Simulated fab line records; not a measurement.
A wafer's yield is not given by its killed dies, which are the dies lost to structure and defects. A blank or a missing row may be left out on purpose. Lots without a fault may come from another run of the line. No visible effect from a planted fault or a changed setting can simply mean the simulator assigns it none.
fab line records | flow n5Finfet
[record] lots = 15 | wafers = 40 | lastDay = 17
route steps=1938 shown BEOL_M3@1005 BEOL_M4@1032
lots that met no fault: taken from a fault-free run of the same line
startH: the number of hours between the record's first day and the start of the first shown wafer of the lot | waitH: how many hours have passed since the lot's step before this one | " as in the row above | L1.1+2: a single row standing in for several wafers | - no value, or no start was given | * or withheld: withheld | < > ~ a bound
route shown NAME@n: a module of which the file shows steps, and the number in the route of the first | usual: mean and standard deviation over wafers with no fault | same: alike in all rows | chamber/n: place in a boat | sites: the reading at each site | _std_site: standard deviation across them | _edge_site: the outer-site mean with the inner-site mean subtracted | radiusMm: for every site, how far away it sits from the centre of the wafer | mask NAME#n: copy n | behind: the most recent tool/chamber to have shaped the wafer | hold: reason for holding the lot/hours on hold/outcome of the hold | device: whichever transistor did not switch (one of n, p or np) | end of line: tests of these same wafers at the route's end | a step without rows: its recipe alone | killed: not the wafer's yield, but the dies lost to structure and defects at the first sort | map: the dies of a wafer, with x for killed, . for not killed, _ for no die there
set.NAME: the run value of the setting; set.NAME@STEP: its run value at that earlier step | model.NAME: the simulator's own value behind a step, which no gauge read
route steps across a sampled set of lots; one table per step, one row per wafer
services: from which hour (startH, from the record's first day; less than 0 if before it) a tool's chamber was out of use, for how many hours, and why
[[steps]]
[step N5_BEOL_M3_ANNEAL_91]
[recipe] tempC = 400 | timeS = 240 | ambient = vacuum
[usual] heaterPowerW = 812/89 | susceptorTempC = 400.02/0.19
lot.wafer | tool          | chamber | startH | waitH | heaterPowerW | susceptorTempC
L370.1    | pvdSputter-02 | -       | 153.25 | 0.0   | 707          | 400.09
L370.2    | "             | -       | "      | "     | 710          | 400.04
L372.1    | pvdSputter-03 | -       | 160.20 | 0.0   | 950          | 400.31
L372.3    | "             | -       | "      | "     | 880          | 399.73
L374.1    | pvdSputter-01 | -       | 189.86 | 0.0   | 895          | 399.82
L374.2    | "             | -       | "      | "     | 789          | 400.04
L374.5    | "             | -       | "      | "     | 877          | 400.17
L375.1    | pvdSputter-01 | -       | 191.70 | 0.0   | 690          | 399.86
L375.5    | "             | -       | "      | "     | 694          | 400.13
L375.6    | "             | -       | "      | "     | 778          | 399.72
L376.1    | pvdSputter-02 | -       | 194.53 | 0.0   | 708          | 400.34
L376.2    | "             | -       | "      | "     | 858          | 399.79
L376.6    | "             | -       | "      | "     | 765          | 400.12
L377.3    | pvdSputter-01 | -       | 197.78 | 0.0   | 873          | 400.34
L377.4    | "             | -       | "      | "     | 757          | 400.01
L379.4    | pvdSputter-03 | -       | 219.36 | 0.0   | 792          | 399.95
L379.5    | "             | -       | "      | "     | 798          | 400.16
L379.6    | "             | -       | "      | "     | 859          | 399.62
L381.3    | pvdSputter-01 | -       | 224.28 | 0.0   | 982          | 399.79
L381.6    | "             | -       | "      | "     | 685          | 399.99
L380.2    | pvdSputter-02 | -       | 225.36 | 0.0   | 711          | 400.02
L380.4    | "             | -       | "      | "     | 731          | 400.22
L380.5    | "             | -       | "      | "     | 725          | 400.17
L382.2    | pvdSputter-03 | -       | 225.67 | 0.0   | 925          | 400.22
L382.4    | "             | -       | "      | "     | 895          | 400.38
L382.6    | "             | -       | "      | "     | 859          | 400.39
L385.3    | pvdSputter-02 | -       | 259.31 | 0.0   | 692          | 399.94
L385.4    | "             | -       | "      | "     | 712          | 399.97
L385.5    | "             | -       | "      | "     | 716          | 400.21
L387.1    | pvdSputter-01 | -       | 261.22 | 0.0   | 781          | 400.25
L387.2    | "             | -       | "      | "     | 702          | 399.84
L387.4    | "             | -       | "      | "     | 969          | 399.51
L386.2    | pvdSputter-02 | -       | 263.61 | 0.0   | 697          | 400.25
L386.5    | "             | -       | "      | "     | 713          | 399.93
L386.6    | "             | -       | "      | "     | 858          | 400.51
L392.3    | pvdSputter-03 | -       | 291.05 | 0.0   | 874          | 400.19
L392.6    | "             | -       | "      | "     | 889          | 400.09
L393.1    | pvdSputter-01 | -       | 298.57 | 0.0   | 764          | 400.28
L393.3    | "             | -       | "      | "     | 700          | 400.12
L393.4    | "             | -       | "      | "     | 965          | 400.05
[step N5_BEOL_M3_SPUTTER_96]
[recipe] material = Cu | targetThkA = 45 | tempC = -20 | chamberPressurePa = 0.07 | powerW = withheld | timeS = 8.29
[usual] susceptorTempC = -20.01/0.1 | throttleValvePct = 30.2/0.95
lot.wafer | tool          | chamber | startH | waitH | susceptorTempC | throttleValvePct
L370.1    | pvdSputter-02 | -       | 153.83 | 0.1   | -20.20         | 29.5
L370.2    | "             | -       | "      | "     | -19.99         | 29.5
L372.1    | pvdSputter-03 | -       | 160.78 | 0.1   | -20.03         | 31.8
L372.3    | "             | -       | "      | "     | -19.94         | 29.2
L374.1    | pvdSputter-01 | -       | 190.44 | 0.1   | -20.11         | 31.7
L374.2    | "             | -       | "      | "     | -19.91         | 30.8
L374.5    | "             | -       | "      | "     | -20.13         | 31.9
L375.1    | pvdSputter-01 | -       | 192.28 | 0.1   | -20.05         | 30.8
L375.5    | "             | -       | "      | "     | -20.17         | 31.0
L375.6    | "             | -       | "      | "     | -19.97         | 30.6
L376.1    | pvdSputter-02 | -       | 195.11 | 0.1   | -19.98         | 29.5
L376.2    | "             | -       | "      | "     | -19.92         | 29.2
L376.6    | "             | -       | "      | "     | -20.01         | 30.3
L377.3    | pvdSputter-01 | -       | 198.36 | 0.1   | -19.92         | 32.0
L377.4    | "             | -       | "      | "     | -20.10         | 30.5
L379.4    | pvdSputter-03 | -       | 219.94 | 0.1   | -20.24         | 30.3
L379.5    | "             | -       | "      | "     | -20.14         | 30.1
L379.6    | "             | -       | "      | "     | -20.02         | 29.4
L381.3    | pvdSputter-01 | -       | 224.86 | 0.1   | -20.02         | 29.2
L381.6    | "             | -       | "      | "     | -20.06         | 30.8
L380.2    | pvdSputter-02 | -       | 225.94 | 0.1   | -20.03         | 29.6
L380.4    | "             | -       | "      | "     | -20.04         | 29.2
L380.5    | "             | -       | "      | "     | -19.91         | 29.1
L382.2    | pvdSputter-03 | -       | 226.25 | 0.1   | -20.07         | 32.1
L382.4    | "             | -       | "      | "     | -19.95         | 29.5
L382.6    | "             | -       | "      | "     | -20.09         | 29.5
L385.3    | pvdSputter-02 | -       | 259.89 | 0.1   | -20.14         | 29.6
L385.4    | "             | -       | "      | "     | -20.02         | 29.5
L385.5    | "             | -       | "      | "     | -19.89         | 29.2
L387.1    | pvdSputter-01 | -       | 261.80 | 0.1   | -20.04         | 30.6
L387.2    | "             | -       | "      | "     | -20.16         | 30.9
L387.4    | "             | -       | "      | "     | -20.05         | 29.4
L386.2    | pvdSputter-02 | -       | 264.19 | 0.1   | -19.89         | 29.5
L386.5    | "             | -       | "      | "     | -19.98         | 29.6
L386.6    | "             | -       | "      | "     | -19.89         | 29.1
L392.3    | pvdSputter-03 | -       | 291.63 | 0.1   | -20.08         | 29.3
L392.6    | "             | -       | "      | "     | -20.06         | 29.2
L393.1    | pvdSputter-01 | -       | 299.15 | 0.1   | -19.91         | 30.4
L393.3    | "             | -       | "      | "     | -19.97         | 30.9
L393.4    | "             | -       | "      | "     | -20.14         | 29.4
[step N5_BEOL_M3_INSPECT_59]
[recipe] inspectInstrument = darkfield | mode = postDep
[usual] rawDefectCount = 67/22
lot.wafer | tool             | chamber | startH | waitH | rawDefectCount
L370.1    | defectInspect-02 | -       | 154.91 | 0.0   | 64
L370.2    | "                | -       | "      | "     | 66
L372.1    | defectInspect-02 | -       | 162.15 | 0.0   | 69
L372.3    | "                | -       | "      | "     | 55
L374.1    | defectInspect-02 | -       | 191.59 | 0.0   | 76
L374.2    | "                | -       | "      | "     | 66
L374.5    | "                | -       | "      | "     | 78
L375.1    | defectInspect-02 | -       | 193.45 | 0.0   | 76
L375.5    | "                | -       | "      | "     | 72
L375.6    | "                | -       | "      | "     | 61
L376.1    | defectInspect-01 | -       | 196.19 | 0.0   | 84
L376.2    | "                | -       | "      | "     | 64
L376.6    | "                | -       | "      | "     | 78
L377.3    | defectInspect-01 | -       | 199.82 | 0.0   | 123
L377.4    | "                | -       | "      | "     | 72
L379.4    | defectInspect-01 | -       | 221.02 | 0.0   | 64
L379.5    | "                | -       | "      | "     | 44
L379.6    | "                | -       | "      | "     | 40
L381.3    | defectInspect-01 | -       | 225.93 | 0.0   | 69
L381.6    | "                | -       | "      | "     | 52
L380.2    | defectInspect-02 | -       | 227.02 | 0.0   | 103
L380.4    | "                | -       | "      | "     | 101
L380.5    | "                | -       | "      | "     | 79
L382.2    | defectInspect-01 | -       | 227.33 | 0.0   | 54
L382.4    | "                | -       | "      | "     | 58
L382.6    | "                | -       | "      | "     | 92
L385.3    | defectInspect-02 | -       | 260.96 | 0.0   | 75
L385.4    | "                | -       | "      | "     | 71
L385.5    | "                | -       | "      | "     | 99
L387.1    | defectInspect-01 | -       | 263.31 | 0.0   | 47
L387.2    | "                | -       | "      | "     | 47
L387.4    | "                | -       | "      | "     | 45
L386.2    | defectInspect-02 | -       | 265.26 | 0.0   | 78
L386.5    | "                | -       | "      | "     | 51
L386.6    | "                | -       | "      | "     | 86
L392.3    | defectInspect-01 | -       | 292.71 | 0.0   | 40
L392.6    | "                | -       | "      | "     | 51
L393.1    | defectInspect-02 | -       | 300.35 | 0.0   | 53
L393.3    | "                | -       | "      | "     | 55
L393.4    | "                | -       | "      | "     | 87
[step N5_BEOL_M4_PEB_09]
[recipe] pebTempC = 100 | pebTimeS = 60 | resist = CAR-EUV
[usual] chillPlateTempC = 22.98/0.12 | exhaustPa = 45.1/0.88
lot.wafer | tool          | chamber | startH | waitH | chillPlateTempC | exhaustPa
L370.1    | lithoTrack-02 | 0       | 155.98 | 0.1   | 23.26           | 45.9
L370.2    | "             | 0       | "      | "     | 23.08           | 45.4
L372.1    | lithoTrack-01 | 0       | 164.30 | 0.1   | 23.12           | 43.7
L372.3    | "             | 0       | "      | "     | 23.02           | 45.1
L374.1    | lithoTrack-05 | 0       | 192.79 | 0.1   | 23.00           | 45.3
L374.2    | "             | 0       | "      | "     | 23.00           | 44.6
L374.5    | "             | 0       | "      | "     | 23.02           | 46.1
L375.1    | lithoTrack-05 | 0       | 195.31 | 0.1   | 23.06           | 45.8
L375.5    | "             | 0       | "      | "     | 23.09           | 44.7
L375.6    | "             | 0       | "      | "     | 23.08           | 45.7
L376.1    | lithoTrack-02 | 0       | 196.79 | 0.1   | 22.85           | 46.2
L376.2    | "             | 0       | "      | "     | 22.83           | 45.2
L376.6    | "             | 0       | "      | "     | 22.82           | 46.4
L377.3    | lithoTrack-02 | 0       | 202.20 | 0.0   | 23.09           | 46.5
L377.4    | "             | 0       | "      | "     | 23.03           | 46.3
L379.4    | lithoTrack-05 | 0       | 222.35 | 0.0   | 22.92           | 44.8
L379.5    | "             | 0       | "      | "     | 23.17           | 44.9
L379.6    | "             | 0       | "      | "     | 22.96           | 44.7
L381.3    | lithoTrack-02 | 0       | 226.99 | 0.0   | 23.02           | 44.6
L381.6    | "             | 0       | "      | "     | 22.87           | 45.3
L380.2    | lithoTrack-01 | 0       | 227.82 | 0.1   | 23.01           | 46.5
L380.4    | "             | 0       | "      | "     | 23.02           | 45.2
L380.5    | "             | 0       | "      | "     | 22.94           | 46.0
L382.2    | lithoTrack-01 | 0       | 227.89 | 0.1   | 23.09           | 44.9
L382.4    | "             | 0       | "      | "     | 22.98           | 46.1
L382.6    | "             | 0       | "      | "     | 22.89           | 44.7
L385.3    | lithoTrack-02 | -       | 262.14 | 0.0   | -               | -
L385.4    | "             | -       | "      | "     | -               | -
L385.5    | "             | -       | "      | "     | -               | -
L387.1    | lithoTrack-05 | -       | 265.36 | 0.1   | -               | -
L387.2    | "             | -       | "      | "     | -               | -
L387.4    | "             | -       | "      | "     | -               | -
L386.2    | lithoTrack-05 | -       | 266.09 | 0.1   | -               | -
L386.5    | "             | -       | "      | "     | -               | -
L386.6    | "             | -       | "      | "     | -               | -
L392.3    | lithoTrack-01 | 0       | 293.74 | 0.0   | 22.96           | 43.4
L392.6    | "             | 0       | "      | "     | 23.14           | 43.9
L393.1    | lithoTrack-01 | 0       | 301.51 | 0.1   | 22.90           | 44.6
L393.3    | "             | 0       | "      | "     | 23.00           | 43.8
L393.4    | "             | 0       | "      | "     | 22.92           | 45.7
[[services]]
tool          | chamber | startH | hours | kind
pvdSputter-03 | -       | 169.46 | 17.4  | repair
pvdSputter-01 | -       | 265.60 | 4.9   | repair
lithoTrack-01 | -       | 285.79 | -     | consumableReplace:filter
[[key]]
[firstSign] step = N5_BEOL_M4_PEB_09 | reading = toolRecord | direction = missing
effect none on later readings
metAt N5_BEOL_M4_PEB_09
struckLots L385,L386,L387
laterRowsLeftOut L385.3,L385.4,L385.5,L386.2,L386.5,L386.6,L387.1,L387.2,L387.4
sortLeftOut L385.3,L385.4,L385.5,L386.2,L386.5,L386.6,L387.1,L387.2,L387.4
notActingAt N5_BEOL_M3_ANNEAL_91,N5_BEOL_M3_SPUTTER_96,N5_BEOL_M3_INSPECT_59
onsetBetween 226.99 262.14
[fault] kind = skippedStepWhole | tool = lithoTrack-02,lithoTrack-05 | chamber = - | onsetH = 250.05 | steps = N5_BEOL_M4_PEB_09 | scope = struckLotsOnly
// sortLeftOut: the simulated sort isn't trusted on such a fault, so these wafers' sort isn't shown, and their yield isn't known
// laterRowsLeftOut: the simulator's readings of these wafers behind a module that went badly wrong aren't trusted and aren't shown, but for the sort
